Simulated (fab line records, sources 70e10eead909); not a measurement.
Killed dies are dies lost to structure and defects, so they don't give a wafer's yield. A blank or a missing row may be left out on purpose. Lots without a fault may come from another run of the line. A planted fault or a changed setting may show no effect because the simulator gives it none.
fab line records | flow nand_harc
record lots=24 wafers=72 last_day=34
route steps=1302 shown A_STAIRCASE@672
lots that met no fault: from a run of the same line without faults
start_h: hours from the record's first day to the start of the lot's first wafer shown | wait_h: hours since the lot's step before | " the same as in the row above | L1.1+2: a row that stands for several wafers | - no value, or no start given | * or withheld: withheld | < > ~ a bound
route shown NAME@n: a module of which the file shows steps, and the number in the route of the first | usual: mean/standard deviation of fault-free wafers | same: alike in all rows | chamber/n: place in a boat | sites: the reading at each site | _std_site: their standard deviation | _edge_site: outer sites' mean less inner sites' | radius_mm: how far each site lies from the wafer's centre | mask NAME#n: copy n | behind: the tool/chamber that last shaped the wafer | hold: why the lot was held/for how many hours/how that ended | device: the transistor (n, p or np) that didn't switch | end of line: the same wafers' tests at the end of the route | a step without rows: its recipe alone | killed: dies lost to structure and defects at the first sort, not the wafer's yield | map: a wafer's dies, x killed, . not, _ none there
set.NAME: the setting as run; set.NAME@STEP: as run at that earlier step | model.NAME: the simulator's own value behind a step, which no gauge read
steps of the route over a sample of lots; a table a step, a row a wafer
services: from which hour (start_h, from the record's first day; less than 0 if before it) a tool's chamber was out of use, for how many hours, and why
## steps
# step NHARC_A_STAIRCASE_TRIM_16
# recipe time_s=211.2 o2_flow_sccm=500 ar_flow_sccm=0 bias_w=0 chemistry=O2
# usual drypump_motor_current_A=5.6/0.42 oes_product_au=0.996/0.011 rf_vpp_V=57.7/0.99 showerhead_plenum_p_Torr=3.46/0.14 throttle_valve_pct=17.037/0.0088
# columns lot.wafer tool chamber start_h wait_h drypump_motor_current_A oes_product_au rf_hours_counter_h rf_vpp_V showerhead_plenum_p_Torr throttle_valve_pct
L074.1 rie_diel-02 1 - - 6.2 0.980 46 58.7 3.78 17.027
L074.2 " 3 " " 5.2 1.011 45 58.3 3.45 17.029
L074.4 " 0 " " 5.2 0.999 - 56.8 3.57 17.038
L075.3 rie_diel-11 1 - - 5.6 1.008 39 59.8 3.30 17.053
L075.6 " 1 " " 5.6 1.005 - 56.8 3.30 17.049
L075.5 " 2 " " 5.3 0.999 - 56.2 3.40 17.036
L076.4 rie_diel-03 2 - - 5.5 0.984 23 56.8 3.53 17.029
L076.5 " 3 " " 5.1 0.995 - 57.2 3.47 17.020
L076.6 " 0 " " 6.1 0.982 - 58.6 3.55 17.040
L077.3 rie_diel-11 2 - - 5.3 1.000 42 57.7 3.40 17.042
L077.1 " 3 " " 5.9 0.992 36 58.6 3.37 17.044
L077.2 " 0 " " 6.3 0.999 34 58.8 3.45 17.040
L078.4 rie_diel-03 1 - - 5.8 0.978 30 58.0 3.27 17.039
L078.1 " 2 " " 5.5 0.981 34 58.8 3.52 17.034
L078.2 " 0 " " 6.1 0.980 34 59.2 3.54 17.023
L079.2 rie_diel-02 3 - - 5.2 1.010 2 57.7 3.44 17.039
L079.6 " 1 " " 6.2 0.990 - 58.8 3.78 17.038
L079.5 " 2 " " 5.0 0.993 - 59.1 3.51 17.036
L080.4 rie_diel-02 3 - - 5.2 0.993 6 57.0 3.44 17.044
L080.3 " 0 " " 5.2 1.002 6 57.1 3.56 17.039
L080.5 " 1 " " 6.2 0.996 - 57.0 3.77 17.036
L081.3 rie_diel-02 2 - - 4.9 0.984 8 58.4 3.51 17.024
L081.1 " 1 " " 6.2 0.997 7 59.2 3.77 17.029
L081.5 " 2 " " 4.9 1.004 - 58.4 3.51 17.036
L084.2 rie_diel-03 3 - - 5.1 0.997 50 57.5 3.46 17.024
L084.5 " 3 " " 5.1 0.989 - 58.2 3.46 17.039
L084.6 " 0 " " 6.1 0.972 - 57.7 3.53 17.042
L082.1 rie_diel-11 1 - - 5.6 1.014 6 56.6 3.29 17.033
L082.4 " 1 " " 5.6 1.020 - 58.5 3.29 17.041
L082.5 " 2 " " 5.3 0.996 - 56.2 3.39 17.038
L083.3 rie_diel-11 2 - - 5.3 1.010 7 56.8 3.39 17.038
L083.2 " 3 " " 5.9 1.009 8 57.6 3.36 17.034
L083.4 " 0 " " 6.3 1.006 1 59.2 3.44 17.032
L085.4 rie_diel-11 3 - - 5.9 1.016 12 57.3 3.36 17.035
L085.2 " 0 " " 6.3 0.996 5 58.4 3.44 17.035
L085.1 " 1 " " 5.6 1.003 12 57.2 3.28 17.061
L086.1 rie_diel-11 1 - - 5.6 1.021 12 56.5 3.28 17.054
L086.2 " 3 " " 5.9 1.020 12 56.9 3.36 17.036
L086.5 " 1 " " 5.6 1.010 - 56.7 3.28 17.040
L087.4 rie_diel-03 0 - - 6.1 0.971 6 58.5 3.53 17.037
L087.1 " 2 " " 5.5 0.981 4 57.2 3.51 17.041
L087.6 " 0 " " 6.1 0.969 - 57.7 3.53 17.033
L088.4 rie_diel-02 0 - - 5.3 0.991 34 56.6 3.54 17.050
L088.5 " 0 " " 5.2 0.994 - 56.4 3.54 17.045
L088.6 " 1 " " 6.2 0.972 - 60.8 3.76 17.023
L089.3 rie_diel-11 1 - - 5.6 1.009 22 57.1 3.28 17.030
L089.4 " 3 " " 5.9 0.995 - 58.4 3.35 17.026
L089.6 " 1 " " 5.6 1.009 - 57.7 3.28 17.037
L091.2 rie_diel-02 0 - - 5.2 0.998 36 58.8 3.54 17.037
L091.3 " 2 " " 5.0 0.986 34 57.0 3.50 17.034
L091.1 " 3 " " 5.2 0.997 34 57.1 3.43 17.039
L090.1 rie_diel-02 2 - - 4.9 0.999 37 56.7 3.50 17.036
L090.2 " 3 " " 5.3 1.002 39 57.4 3.42 17.039
L090.6 " 3 " " 5.2 0.991 - 57.7 3.42 17.048
L092.4 rie_diel-03 3 - - 5.1 1.000 24 57.0 3.44 17.048
L092.1 " 0 " " 6.1 0.983 26 57.0 3.52 17.035
L092.5 " 3 " " 5.1 1.007 - 59.3 3.44 17.042
L093.2 rie_diel-02 0 - - 5.2 0.996 53 57.8 3.53 17.046
L093.3 " 1 " " 6.2 0.976 50 58.3 3.75 17.036
L093.4 " 2 " " 5.0 0.997 49 57.7 3.49 17.043
L094.2 rie_diel-11 2 - - 5.3 0.997 36 56.3 3.37 17.038
L094.3 " 3 " " 5.8 1.006 39 56.2 3.35 17.042
L094.5 " 1 " " 5.7 0.999 - 58.4 3.27 17.052
L096.4 rie_diel-03 2 - - 5.5 1.003 37 58.1 3.49 17.045
L096.2 " 3 " " 5.1 1.000 30 57.5 3.44 17.032
L096.5 " 2 " " 5.5 1.004 - 57.7 3.49 17.036
L095.3 rie_diel-11 1 - - 5.6 1.000 45 58.0 3.27 17.036
L095.1 " 2 " " 5.3 1.007 38 58.5 3.37 17.028
L095.6 " 0 " " 6.3 0.993 - 56.9 3.43 17.034
L097.3 rie_diel-11 2 - - 5.3 1.008 42 56.9 3.37 17.027
L097.1 " 0 " " 6.3 0.986 28 57.8 3.43 17.047
L097.4 " 0 " " 6.3 0.994 - 57.1 3.43 17.041
# step NHARC_A_STAIRCASE_ETCH_25
# recipe target_depth_a=1000 time_s=40.5 ion_energy_ev=400 c4f8_flow_sccm=20 o2_flow_sccm=10 ar_flow_sccm=withheld rf_w=600 bias_w=1000 chemistry=C4F8/O2
# usual oes_product_au=0.940/0.011 rf_fwd_power_W=592.4/2.6 rf_vpp_V=895/4.9
# columns lot.wafer tool chamber start_h wait_h oes_product_au rf_fwd_power_W rf_hours_counter_h rf_vpp_V
L074.2 rie_diel-02 0 - - 0.940 592.2 47 897
L074.1 " 3 " " 0.951 594.5 46 894
L074.4 " 3 " " 0.957 593.2 - 892
L075.3 rie_diel-11 0 - - 0.926 593.1 33 894
L075.6 " 1 " " 0.953 592.6 - 887
L075.5 " 2 " " 0.944 589.7 - 890
L076.4 rie_diel-03 0 - - 0.923 589.6 26 896
L076.6 " 2 " " 0.945 588.3 - 896
L076.5 " 3 " " 0.945 590.0 - 894
L077.1 rie_diel-11 1 - - 0.940 590.5 41 889
L077.2 " 2 " " 0.935 590.3 43 892
L077.3 " 0 " " 0.935 590.9 34 893
L078.1 rie_diel-02 1 - - 0.935 592.6 0 904
L078.2 " 2 " " 0.941 594.0 0 895
L078.4 " 3 " " 0.951 595.5 0 893
L079.2 rie_diel-03 1 - - 0.931 595.9 32 887
L079.5 " 0 " " 0.920 589.9 - 896
L079.6 " 1 " " 0.929 596.1 - 887
L080.4 rie_diel-02 0 - - 0.944 596.9 7 897
L080.3 " 2 " " 0.952 593.0 7 896
L080.5 " 0 " " 0.936 593.5 - 899
L081.3 rie_diel-02 3 - - 0.944 595.3 8 892
L081.1 " 0 " " 0.953 594.1 8 898
L081.5 " 3 " " 0.950 594.6 - 893
L084.2 rie_diel-03 2 - - 0.945 592.1 49 895
L084.5 " 0 " " 0.929 592.9 - 896
L084.6 " 1 " " 0.924 594.6 - 885
L082.4 rie_diel-02 2 - - 0.928 591.4 13 896
L082.1 " 3 " " 0.949 596.6 13 892
L082.5 " 1 " " 0.934 593.2 - 905
L083.4 rie_diel-11 3 - - 0.941 589.8 9 891
L083.2 " 0 " " 0.931 590.6 2 892
L083.3 " 1 " " 0.939 592.4 8 888
L086.2 rie_diel-11 0 - - 0.948 590.0 6 892
L086.1 " 3 " " 0.950 593.7 13 891
L086.5 " 1 " " 0.958 591.5 - 886
L085.4 rie_diel-03 2 - - 0.938 588.5 3 896
L085.2 " 0 " " 0.940 595.6 5 897
L085.1 " 1 " " 0.945 596.5 5 907
L087.4 rie_diel-03 3 - - 0.937 588.9 5 892
L087.1 " 0 " " 0.903 591.0 7 896
L087.6 " 3 " " 0.926 586.8 - 893
L088.4 rie_diel-02 2 - - 0.940 592.8 33 894
L088.5 " 1 " " 0.925 594.2 - 904
L088.6 " 2 " " 0.947 589.3 - 894
L089.4 rie_diel-03 0 - - 0.939 593.6 17 896
L089.3 " 1 " " 0.949 591.9 20 904
L089.6 " 3 " " 0.950 588.5 - 893
L091.1 rie_diel-11 3 - - 0.945 588.3 23 889
L091.2 " 1 " " 0.953 592.9 24 886
L091.3 " 2 " " 0.951 591.3 20 892
L090.1 rie_diel-02 0 - - 0.941 593.6 41 894
L090.2 " 2 " " 0.947 591.6 38 895
L090.6 " 0 " " 0.942 594.1 - 896
L092.4 rie_diel-02 3 - - 0.954 594.7 47 894
L092.1 " 0 " " 0.955 591.6 47 896
L092.5 " 0 " " 0.954 591.3 - 897
L093.4 rie_diel-02 2 - - 0.935 595.0 50 894
L093.3 " 0 " " 0.932 596.7 54 897
L093.2 " 1 " " 0.919 594.5 50 904
L094.3 rie_diel-03 2 - - 0.940 587.8 36 895
L094.2 " 1 " " 0.945 593.8 37 905
L094.5 " 3 " " 0.938 589.2 - 894
L096.2 rie_diel-02 3 - - 0.948 597.5 57 892
L096.4 " 2 " " 0.934 594.1 53 894
L096.5 " 0 " " 0.933 592.6 - 896
L095.1 rie_diel-11 2 - - 0.945 589.7 38 890
L095.3 " 1 " " 0.957 594.4 45 885
L095.6 " 3 " " 0.948 593.1 - 889
L097.4 rie_diel-02 3 - - 0.969 597.4 0 893
L097.3 " 0 " " 0.944 594.2 0 896
L097.1 " 1 " " 0.944 593.7 0 903
# step NHARC_A_STAIRCASE_STRIP_175
# recipe power_w=1500 temp_c=250 chemistry=O2
# usual drypump_motor_current_A=5.6/0.46 heater_power_w=383/34
# columns lot.wafer tool chamber start_h wait_h drypump_motor_current_A heater_power_w rf_hours_counter_h
L074.2 plasma_asher-01 0 364.47 0.1 6.1 349 3
L074.1 " 1 " " 5.9 382 3
L074.4 " 0 " " 6.1 343 -
L075.3 plasma_asher-01 0 376.63 0.2 6.1 330 -
L075.5 " 1 " " 6.0 376 -
L075.6 " 0 " " 6.1 349 -
L076.4 plasma_asher-02 1 376.91 0.2 4.9 422 -
L076.5 " 1 " " 4.9 423 -
L076.6 " 0 " " 5.4 399 -
L077.1 plasma_asher-01 1 386.27 0.1 5.9 375 8
L077.2 " 0 " " 6.1 341 8
L077.3 " 1 " " 5.9 382 -
L078.1 plasma_asher-01 0 407.28 0.1 6.1 350 12
L078.2 " 1 " " 5.9 381 12
L078.4 " 1 " " 5.9 382 -
L079.2 plasma_asher-01 0 416.30 0.1 6.1 349 14
L079.6 " 1 " " 6.0 381 -
L079.5 " 0 " " 6.1 341 -
L080.3 plasma_asher-02 1 438.39 0.2 4.9 417 -
L080.4 " 0 " " 5.4 411 -
L080.5 " 0 " " 5.4 405 -
L081.1 plasma_asher-02 0 443.21 0.1 5.4 410 1
L081.3 " 0 " " 5.4 406 -
L081.5 " 1 " " 4.9 421 -
L084.2 plasma_asher-01 1 454.66 0.1 6.0 377 20
L084.5 " 1 " " 5.9 377 -
L084.6 " 0 " " 6.1 344 -
L082.1 plasma_asher-01 0 455.14 0.1 6.0 335 21
L082.4 " 1 " " 5.9 382 -
L082.5 " 0 " " 6.1 350 -
L083.2 plasma_asher-02 0 461.71 0.1 5.4 406 5
L083.4 " 0 " " 5.4 419 -
L083.3 " 1 " " 4.9 418 -
L086.2 plasma_asher-02 0 474.37 0.1 5.4 404 8
L086.1 " 1 " " 4.9 406 8
L086.5 " 1 " " 4.9 412 -
L085.1 plasma_asher-02 1 476.80 0.1 5.0 420 9
L085.2 " 0 " " 5.4 411 9
L085.4 " 1 " " 4.9 411 -
L087.1 plasma_asher-01 0 480.13 0.1 6.1 337 27
L087.4 " 0 " " 6.1 334 -
L087.6 " 1 " " 5.9 377 -
L088.4 plasma_asher-01 0 515.04 0.2 6.1 349 -
L088.5 " 1 " " 5.9 384 -
L088.6 " 0 " " 6.1 338 -
L089.4 plasma_asher-02 0 515.34 0.2 5.4 403 -
L089.3 " 1 " " 4.9 421 -
L089.6 " 1 " " 4.9 410 -
L091.1 plasma_asher-02 1 522.76 1.4 4.9 417 17
L091.2 " 0 " " 5.4 417 17
L091.3 " 1 " " 4.9 418 -
L090.1 plasma_asher-02 0 527.47 0.4 5.4 418 21
L090.2 " 1 " " 4.9 418 21
L090.6 " 1 " " 4.9 420 -
L092.1 plasma_asher-02 1 535.64 0.1 4.9 408 23
L092.4 " 0 " " 5.4 416 -
L092.5 " 0 " " 5.4 410 -
L093.2 plasma_asher-01 1 557.72 0.1 5.9 395 5
L093.3 " 1 " " 5.9 389 -
L093.4 " 0 " " 6.1 327 -
L094.2 plasma_asher-02 1 562.66 0.1 4.9 393 28
L094.3 " 1 " " 4.9 414 -
L094.5 " 0 " " 5.4 417 -
L096.2 plasma_asher-01 1 571.05 0.1 5.9 400 10
L096.4 " 0 " " 6.1 315 -
L096.5 " 0 " " 6.1 319 -
L095.1 plasma_asher-01 0 571.33 0.1 6.1 315 10
L095.3 " 0 " " 6.1 317 -
L095.6 " 1 " " 5.9 393 -
L097.1 plasma_asher-01 1 582.07 0.1 6.0 398 14
L097.3 " 1 " " 6.0 395 -
L097.4 " 0 " " 6.1 318 -
# step NHARC_A_STAIRCASE_TRIM_200
# recipe time_s=211.2 o2_flow_sccm=500 ar_flow_sccm=0 bias_w=0 chemistry=O2
# usual drypump_motor_current_A=5.6/0.42 oes_product_au=0.998/0.0091 rf_vpp_V=57.7/0.87 showerhead_plenum_p_Torr=3.47/0.14 throttle_valve_pct=17.037/0.01
# columns lot.wafer tool chamber start_h wait_h drypump_motor_current_A oes_product_au rf_hours_counter_h rf_vpp_V showerhead_plenum_p_Torr throttle_valve_pct
L074.2 rie_diel-02 0 - - 5.2 0.990 47 58.0 3.57 17.031
L074.1 " 3 " " 5.3 1.012 47 58.4 3.45 17.042
L074.4 " 3 " " 5.2 1.014 - 56.8 3.45 17.032
L075.3 rie_diel-03 0 - - 6.1 0.989 26 57.1 3.55 17.054
L075.5 " 2 " " 5.6 0.993 - 58.2 3.52 17.039
L075.6 " 3 " " 5.1 0.995 - 57.5 3.47 17.035
L076.4 rie_diel-02 3 - - 5.2 1.001 51 58.2 3.45 17.021
L076.5 " 1 " " 6.2 0.993 - 58.5 3.78 17.029
L076.6 " 2 " " 5.0 0.994 - 57.2 3.52 17.047
L077.1 rie_diel-11 0 - - 6.3 0.990 37 58.1 3.45 17.056
L077.3 " 2 " " 5.3 0.998 47 58.2 3.40 17.047
L077.2 " 3 " " 5.9 0.981 41 57.9 3.37 17.043
L078.2 rie_diel-11 1 - - 5.6 0.998 51 57.2 3.29 17.040
L078.4 " 3 " " 5.9 0.993 50 57.0 3.37 17.034
L078.1 " 0 " " 6.4 0.988 47 58.1 3.45 17.024
L079.2 rie_diel-11 1 - - 5.6 1.009 53 58.6 3.29 17.035
L079.6 " 2 " " 5.3 1.005 - 59.1 3.39 17.031
L079.5 " 0 " " 6.3 0.992 - 58.5 3.45 17.032
L080.4 rie_diel-03 3 - - 5.1 1.005 43 57.6 3.46 17.053
L080.3 " 1 " " 5.8 0.977 42 56.0 3.26 17.036
L080.5 " 2 " " 5.5 0.990 - 59.5 3.51 17.029
L081.1 rie_diel-11 3 - - 5.9 0.997 1 57.6 3.36 17.022
L081.3 " 1 " " 5.6 1.007 1 58.7 3.29 17.035
L081.5 " 3 " " 5.9 0.998 - 57.0 3.36 17.028
L084.2 rie_diel-11 1 - - 5.6 1.003 6 58.6 3.29 17.037
L084.5 " 1 " " 5.6 1.002 - 56.2 3.29 17.022
L084.6 " 2 " " 5.3 1.003 - 58.0 3.39 17.031
L082.1 rie_diel-02 3 - - 5.2 1.007 14 57.6 3.44 17.038
L082.4 " 2 " " 4.9 0.999 14 58.5 3.51 17.041
L082.5 " 0 " " 5.2 1.001 - 58.5 3.56 17.034
L083.4 rie_diel-02 1 - - 6.2 0.993 19 57.7 3.77 17.045
L083.2 " 2 " " 5.0 1.008 18 57.1 3.51 17.030
L083.3 " 0 " " 5.2 0.999 19 59.0 3.55 17.040
L086.1 rie_diel-03 3 - - 5.1 0.990 4 57.6 3.45 17.019
L086.2 " 0 " " 6.1 0.977 5 58.6 3.53 17.036
L086.5 " 3 " " 5.1 0.999 - 58.1 3.45 17.052
L085.2 rie_diel-11 1 - - 5.6 1.014 15 56.6 3.28 17.043
L085.1 " 0 " " 6.3 1.000 9 57.0 3.44 17.044
L085.4 " 3 " " 5.8 1.003 - 57.4 3.36 17.044
L087.1 rie_diel-11 0 - - 6.3 0.993 10 57.4 3.44 17.049
L087.6 " 0 " " 6.3 0.986 - 58.7 3.44 17.045
L087.4 " 1 " " 5.6 1.019 - 57.5 3.28 17.047
L088.4 rie_diel-02 1 - - 6.2 0.988 36 58.3 3.76 17.016
L088.6 " 2 " " 4.9 1.003 - 57.1 3.50 17.047
L088.5 " 3 " " 5.2 1.004 - 56.5 3.43 17.036
L089.3 rie_diel-11 2 - - 5.3 0.994 19 57.6 3.38 17.030
L089.6 " 2 " " 5.3 1.003 - 57.3 3.38 17.037
L089.4 " 3 " " 5.8 1.003 - 58.0 3.35 17.033
L091.2 rie_diel-03 1 - - 5.8 0.983 24 58.7 3.79 17.041
L091.1 " 2 " " 5.5 1.008 20 58.4 3.50 17.017
L091.3 " 3 " " 5.1 1.009 19 57.9 3.44 17.053
L090.1 rie_diel-11 1 - - 5.6 1.006 29 56.4 3.27 17.048
L090.2 " 2 " " 5.3 1.005 25 57.0 3.38 17.037
L090.6 " 2 " " 5.3 1.012 - 56.9 3.38 17.039
L092.1 rie_diel-02 3 - - 5.3 1.001 48 57.1 3.42 17.025
L092.4 " 0 " " 5.2 1.002 48 58.6 3.54 17.045
L092.5 " 3 " " 5.3 1.003 - 57.1 3.42 17.032
L093.4 rie_diel-02 3 - - 5.3 0.996 55 58.7 3.41 17.027
L093.2 " 0 " " 5.2 1.004 55 59.8 3.53 17.033
L093.3 " 1 " " 6.2 0.982 52 58.7 3.75 17.035
L094.2 rie_diel-03 0 - - 6.1 0.985 35 58.8 3.51 17.026
L094.3 " 1 " " 5.8 0.991 38 59.3 3.79 17.049
L094.5 " 1 " " 5.8 0.993 - 58.1 3.79 17.046
L096.2 rie_diel-11 2 - - 5.3 1.016 39 57.2 3.37 17.022
L096.5 " 0 " " 6.3 0.990 - 56.5 3.43 17.033
L096.4 " 1 " " 5.6 1.013 - 56.0 3.27 17.038
L095.3 rie_diel-03 3 - - 5.1 0.992 32 56.8 3.44 17.038
L095.1 " 0 " " 6.1 0.988 38 58.4 3.51 17.055
L095.6 " 3 " " 5.1 0.998 - 58.2 3.44 17.045
L097.1 rie_diel-02 1 - - 6.2 0.991 4 58.8 3.74 17.034
L097.4 " 3 " " 5.2 1.013 6 57.4 3.41 17.036
L097.3 " 0 " " 5.2 1.007 4 56.8 3.53 17.045
# step NHARC_A_STAIRCASE_STRIP_205
# recipe power_w=1500 temp_c=250 chemistry=O2
# usual drypump_motor_current_A=5.8/0.42 heater_power_w=374/36
# columns lot.wafer tool chamber start_h wait_h drypump_motor_current_A heater_power_w rf_hours_counter_h
L074.1 plasma_asher-01 1 368.54 0.1 5.9 378 4
L074.2 " 0 " " 6.1 346 4
L074.4 " 1 " " 6.0 385 -
L076.4 plasma_asher-02 0 380.68 0.2 5.4 389 -
L076.5 " 1 " " 4.9 422 -
L076.6 " 0 " " 5.4 398 -
L075.3 plasma_asher-01 0 380.82 0.2 6.1 341 -
L075.6 " 1 " " 5.9 380 -
L075.5 " 0 " " 6.1 349 -
L077.1 plasma_asher-02 0 390.47 0.1 5.4 402 29
L077.2 " 1 " " 4.9 414 29
L077.3 " 0 " " 5.4 395 -
L078.1 plasma_asher-01 1 410.98 0.1 5.9 375 12
L078.2 " 0 " " 6.1 338 12
L078.4 " 0 " " 6.1 344 -
L079.2 plasma_asher-01 0 420.17 0.1 6.1 339 14
L079.5 " 0 " " 6.1 337 -
L079.6 " 1 " " 5.9 381 -
L080.4 plasma_asher-02 1 441.96 0.2 4.9 417 -
L080.3 " 0 " " 5.4 405 -
L080.5 " 0 " " 5.4 417 -
L081.1 plasma_asher-01 1 447.12 0.1 5.9 384 19
L081.3 " 0 " " 6.1 350 -
L081.5 " 0 " " 6.1 338 -
L084.2 plasma_asher-01 1 458.58 0.1 5.9 383 22
L084.5 " 0 " " 6.0 340 -
L084.6 " 1 " " 5.9 381 -
L082.1 plasma_asher-01 1 458.82 0.1 6.0 375 22
L082.4 " 0 " " 6.1 335 -
L082.5 " 1 " " 5.9 370 -
L083.2 plasma_asher-02 0 465.77 0.1 5.4 401 6
L083.3 " 1 " " 4.9 413 -
L083.4 " 0 " " 5.4 406 -
L086.2 plasma_asher-01 1 477.94 0.1 5.9 370 26
L086.1 " 0 " " 6.1 345 26
L086.5 " 1 " " 6.0 371 -
L085.2 plasma_asher-02 1 481.05 0.1 4.9 416 10
L085.1 " 0 " " 5.4 408 10
L085.4 " 0 " " 5.4 409 -
L087.1 plasma_asher-01 1 484.09 0.1 6.0 380 28
L087.4 " 0 " " 6.1 339 -
L087.6 " 1 " " 5.9 378 -
L088.4 plasma_asher-01 0 518.97 0.3 6.1 340 -
L088.6 " 1 " " 5.9 372 -
L088.5 " 0 " " 6.1 332 -
L089.4 plasma_asher-02 0 521.98 2.8 5.4 411 -
L089.3 " 1 " " 4.9 408 -
L089.6 " 0 " " 5.4 412 -
L091.2 plasma_asher-02 1 526.53 0.1 4.9 409 20
L091.1 " 0 " " 5.4 415 20
L091.3 " 0 " " 5.4 418 -
L090.2 plasma_asher-01 0 533.72 0.1 6.1 312 1
L090.1 " 1 " " 5.9 408 1
L090.6 " 1 " " 5.9 386 -
L092.1 plasma_asher-01 1 539.20 0.1 5.9 409 2
L092.4 " 0 " " 6.1 320 -
L092.5 " 1 " " 5.9 404 -
L093.2 plasma_asher-01 1 561.46 0.1 5.9 391 6
L093.4 " 0 " " 6.1 316 -
L093.3 " 1 " " 5.9 397 -
L094.2 plasma_asher-01 0 566.77 0.1 6.1 307 8
L094.3 " 1 " " 5.9 395 -
L094.5 " 1 " " 5.9 402 -
L096.2 plasma_asher-01 0 575.08 0.1 6.1 320 11
L096.4 " 1 " " 5.9 400 -
L096.5 " 0 " " 6.0 315 -
L095.1 plasma_asher-01 0 575.36 0.2 6.1 312 12
L095.3 " 1 " " 6.0 401 -
L095.6 " 0 " " 6.1 320 -
L097.1 plasma_asher-01 1 589.73 0.1 5.9 397 17
L097.4 " 1 " " 5.9 391 -
L097.3 " 0 " " 6.1 313 -
# step NHARC_A_STAIRCASE_ETCH_236
# recipe target_depth_a=1000 time_s=40.5 ion_energy_ev=400 c4f8_flow_sccm=20 o2_flow_sccm=10 ar_flow_sccm=withheld rf_w=600 bias_w=1000 chemistry=C4F8/O2
# usual oes_product_au=0.941/0.0098 rf_fwd_power_W=592.0/2.4 rf_vpp_V=893/5.1
# columns lot.wafer tool chamber start_h wait_h oes_product_au rf_fwd_power_W rf_hours_counter_h rf_vpp_V
L074.1 rie_diel-03 1 - - 0.929 594.2 22 887
L074.2 " 3 " " 0.935 588.2 21 894
L074.4 " 0 " " 0.923 591.4 24 897
L076.4 rie_diel-02 0 - - 0.943 589.5 52 897
L076.6 " 1 " " 0.929 596.7 - 904
L076.5 " 2 " " 0.945 591.4 - 895
L075.3 rie_diel-02 1 - - 0.943 593.5 52 904
L075.5 " 0 " " 0.936 590.6 - 897
L075.6 " 1 " " 0.941 591.1 - 905
L077.2 rie_diel-11 0 - - 0.942 588.8 39 893
L077.3 " 1 " " 0.958 592.8 45 885
L077.1 " 2 " " 0.953 588.7 49 891
L078.4 rie_diel-11 1 - - 0.957 591.0 51 887
L078.1 " 2 " " 0.953 592.9 55 890
L078.2 " 3 " " 0.924 589.7 51 891
L079.2 rie_diel-11 0 - - 0.927 589.7 50 893
L079.6 " 3 " " 0.933 591.6 - 890
L079.5 " 0 " " 0.918 592.4 - 892
L080.3 rie_diel-11 2 - - 0.935 586.4 1 891
L080.5 " 2 " " 0.940 587.1 - 892
L080.4 " 1 " " 0.954 592.3 - 887
L081.3 rie_diel-02 2 - - 0.928 592.9 11 895
L081.1 " 1 " " 0.927 591.9 10 905
L081.5 " 3 " " 0.950 594.8 - 891
L084.2 rie_diel-11 2 - - 0.941 592.4 9 891
L084.5 " 0 " " 0.946 590.2 - 894
L084.6 " 1 " " 0.954 590.4 - 887
L082.1 rie_diel-02 3 - - 0.953 595.7 16 891
L082.4 " 0 " " 0.936 591.1 18 896
L082.5 " 0 " " 0.938 594.4 - 897
L083.3 rie_diel-11 1 - - 0.958 596.8 11 886
L083.4 " 3 " " 0.949 589.7 11 889
L083.2 " 0 " " 0.942 594.3 5 893
L086.1 rie_diel-02 2 - - 0.949 594.5 25 896
L086.2 " 1 " " 0.935 598.2 26 906
L086.5 " 3 " " 0.936 595.3 - 892
L087.1 rie_diel-11 1 - - 0.943 592.3 18 888
L087.4 " 2 " " 0.938 593.2 15 891
L087.6 " 3 " " 0.938 593.7 - 891
L085.2 rie_diel-02 0 - - 0.950 595.4 27 896
L085.4 " 1 " " 0.926 595.2 28 903
L085.1 " 2 " " 0.957 591.2 27 896
L088.4 rie_diel-03 2 - - 0.947 589.7 20 896
L088.6 " 2 " " 0.947 592.3 - 895
L088.5 " 3 " " 0.941 591.0 - 893
L089.3 rie_diel-11 3 - - 0.942 592.2 24 890
L089.6 " 3 " " 0.942 589.5 - 889
L089.4 " 1 " " 0.950 590.7 - 887
L091.3 rie_diel-11 1 - - 0.934 591.6 29 886
L091.1 " 2 " " 0.939 591.0 25 890
L091.2 " 3 " " 0.938 593.4 28 888
L090.1 rie_diel-03 3 - - 0.936 588.1 25 893
L090.2 " 0 " " 0.911 589.5 27 896
L090.6 " 2 " " 0.933 592.0 - 895
L092.4 rie_diel-02 3 - - 0.936 596.1 50 891
L092.1 " 1 " " 0.939 592.6 47 905
L092.5 " 3 " " 0.934 594.2 - 891
L093.4 rie_diel-03 1 - - 0.948 593.7 38 904
L093.2 " 2 " " 0.951 592.3 36 895
L093.3 " 0 " " 0.949 587.7 35 895
L094.2 rie_diel-02 2 - - 0.944 591.5 53 894
L094.3 " 1 " " 0.925 592.5 53 904
L094.5 " 3 " " 0.928 597.1 - 892
L096.2 rie_diel-11 0 - - 0.936 589.7 28 892
L096.5 " 1 " " 0.939 592.8 - 886
L096.4 " 2 " " 0.943 590.0 - 890
L095.3 rie_diel-11 1 - - 0.937 592.8 50 886
L095.1 " 0 " " 0.931 592.2 28 893
L095.6 " 0 " " 0.933 593.2 - 892
L097.1 rie_diel-11 3 - - 0.927 596.2 48 890
L097.3 " 1 " " 0.942 590.1 57 885
L097.4 " 2 " " 0.937 591.5 51 890
## services
# columns tool chamber start_h hours kind
rie_diel-11 0 338.74 - clean
rie_diel-11 1 338.74 - clean
rie_diel-11 2 338.74 - clean
rie_diel-11 3 338.74 - clean
plasma_asher-01 - 342.29 9.0 pm
rie_diel-03 3 346.62 14.6 repair
rie_diel-03 2 347.41 6.0 repair
rie_diel-02 2 361.41 9.9 repair
rie_diel-02 - 394.39 9.0 pm
plasma_asher-01 - 402.93 1.1 repair
rie_diel-11 3 417.39 4.8 repair
plasma_asher-02 - 426.08 9.0 pm
rie_diel-11 - 432.53 9.0 pm
rie_diel-03 - 459.14 9.0 pm
rie_diel-03 0 489.02 4.1 repair
rie_diel-02 - 504.80 1.1 repair
rie_diel-11 - 507.07 1.6 repair
plasma_asher-01 - 519.39 9.0 pm
rie_diel-03 3 547.96 7.7 repair
plasma_asher-02 - 564.40 19.4 repair
rie_diel-11 3 571.25 4.8 repair
rie_diel-02 - 571.39 9.0 pm
rie_diel-11 3 579.37 5.2 repair
plasma_asher-01 - 592.51 1.7 repair
## key
fault none
